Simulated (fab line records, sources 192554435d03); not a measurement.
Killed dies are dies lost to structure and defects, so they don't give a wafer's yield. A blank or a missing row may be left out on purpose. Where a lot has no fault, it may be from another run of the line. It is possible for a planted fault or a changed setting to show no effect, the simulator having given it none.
Comparing a struck lot with a sound one ; flow n5Finfet ; 14 out of 1938 route steps
Sound: the wafers L955.1, L955.2, L955.4. Struck: wafers L960.4, L960.5 (left out: L960.1, a lot-mate that was not struck); the cause follows at the end.
Per side, at each step with rows, come the tool, then ch with its chambers, and then its first start. Under that, the readings that differ: sound wafers ; struck wafers ; difference of the means ; sigmas: that difference in standard deviations of wafers without a fault.
alike: readings whose means differ by less than 2 such deviations, and words and numbers that are the same on both sides. not compared: withheld readings, readings that some wafer has no value for, bounds like >300 that may hide the same value, and numbers for which the record gives no deviation and whose values overlap.
A row with sigmas, a row that says differs or no value, or rows on one side alone: a step with any of these is where the two part. Non-overlapping numbers with no deviation appear without sigmas and do not part them. A reading that every wafer of one side lacks parts them only if that side has two wafers or more.

first, 5 steps without rows for these wafers: N5_BEOL_M10_EBR_24; N5_BEOL_M10_SOFTBAKE_23 (time 60 s); N5_BEOL_M10_EXPOSE_25 (exposes mask V9); N5_BEOL_M10_PEB_26 (peb time 60 s); N5_BEOL_M10_DEVELOP_27 (develop time 30 s).
N5_BEOL_M10_CD_MEAS_28: target cd 70 nm.
  sound on cdSem-02 ch 0, day 13 21:50; struck on cdSem-01 ch 0, day 14 22:58
  alike: cdNm
N5_BEOL_M10_OVL_MEAS_29:
  sound on overlay-02 ch 0, day 13 21:52; struck on overlay-01 ch 0, day 14 23:00
  alike: V9_OVL
N5_BEOL_M10_INSPECT_30: inspects for defects (brightfield).
  sound: defectInspect-01 at day 13 21:53; struck: defectInspect-02 at day 14 23:01
  alike: rawDefectCount
N5_BEOL_M10_DESCUM_33: chemistry O2, time 7.9 s.
  sound on rieDiel-04 ch 0,1,3, day 13 22:37; struck on rieDiel-04 ch 3, day 14 23:04
reading;sound;struck;difference;sigmas
rfHoursCounterH (h);215 57 137;- -;no value on the struck wafers;
  alike: chamberPressureMTorr, drypumpMotorCurrentA, o2FlowSccm, oesProductAu, rfVppV, showerheadPlenumPTorr, throttleValvePct
N5_BEOL_M10_ETCH_65: etches SiARC in CF4, target depth 39 nm, time 65 s.
  sound on rieDiel-04 ch 0,1,3, day 13 22:40; struck on rieDiel-04 ch 3, day 14 23:07
reading;sound;struck;difference;sigmas
rfHoursCounterH (h);215 57 137;- -;no value on the struck wafers;
  alike: chamberPressureMTorr, drypumpMotorCurrentA, etchRfOnTimeS, oesProductAu, rfFwdPowerW, rfVppV, showerheadPlenumPTorr, throttleValvePct
N5_BEOL_M10_ETCH_66: etches SOC in N2/H2, target depth 120 nm, overetch 24 nm, time 180 s.
  sound on rieDiel-04 ch 0,1,3, day 13 22:43; struck on rieDiel-04 ch 3, day 14 23:11
reading;sound;struck;difference;sigmas
rfHoursCounterH (h);215 57 137;- -;no value on the struck wafers;
  alike: chamberPressureMTorr, drypumpMotorCurrentA, oesProductAu, rfFwdPowerW, rfVppV, showerheadPlenumPTorr, throttleValvePct
then, 1 step without rows for these wafers: N5_BEOL_M10_STRIP_69 (strips in N2/H2).
N5_BEOL_M10_VIA_ETCH_34: etches SiCOH lowk in C4F6/O2, target depth 184.5 nm, time 69.2 s.
  sound on rieDiel-04 ch 0,1,3, day 13 22:50; struck on rieDiel-04 ch 3, day 14 23:22
reading;sound;struck;difference;sigmas
oes_f_703_au (a.u.);0.72 0.86 0.76;0.92 0.91;+0.14;+2
rfFwdPowerW (W);343.0 340.3 341.9;423.9 424.8;+82.6;+83
rfHoursCounterH (h);215 57 137;- -;no value on the struck wafers;
rfVppV (V);677 662 654;607 606;-58;-7
model.etch.depthNm (nm);183.3 186.6 181.5;200.2 200.9;+16.8;
  alike: C4F6_flow_sccm, chamberPressureMTorr, drypumpMotorCurrentA, oesProductAu, showerheadPlenumPTorr, throttleValvePct
  not compared: model.SOC_of_BEOL_M10_COAT_63.thkNm
then, 1 step without rows for these wafers: N5_BEOL_M10_STRIP_73 (strips in C4F6/O2).

WHERE THEY PART
At N5_BEOL_M10_DESCUM_33 first; at N5_BEOL_M10_VIA_ETCH_34 last (within this record only).

WHY: the cause the simulator had injected
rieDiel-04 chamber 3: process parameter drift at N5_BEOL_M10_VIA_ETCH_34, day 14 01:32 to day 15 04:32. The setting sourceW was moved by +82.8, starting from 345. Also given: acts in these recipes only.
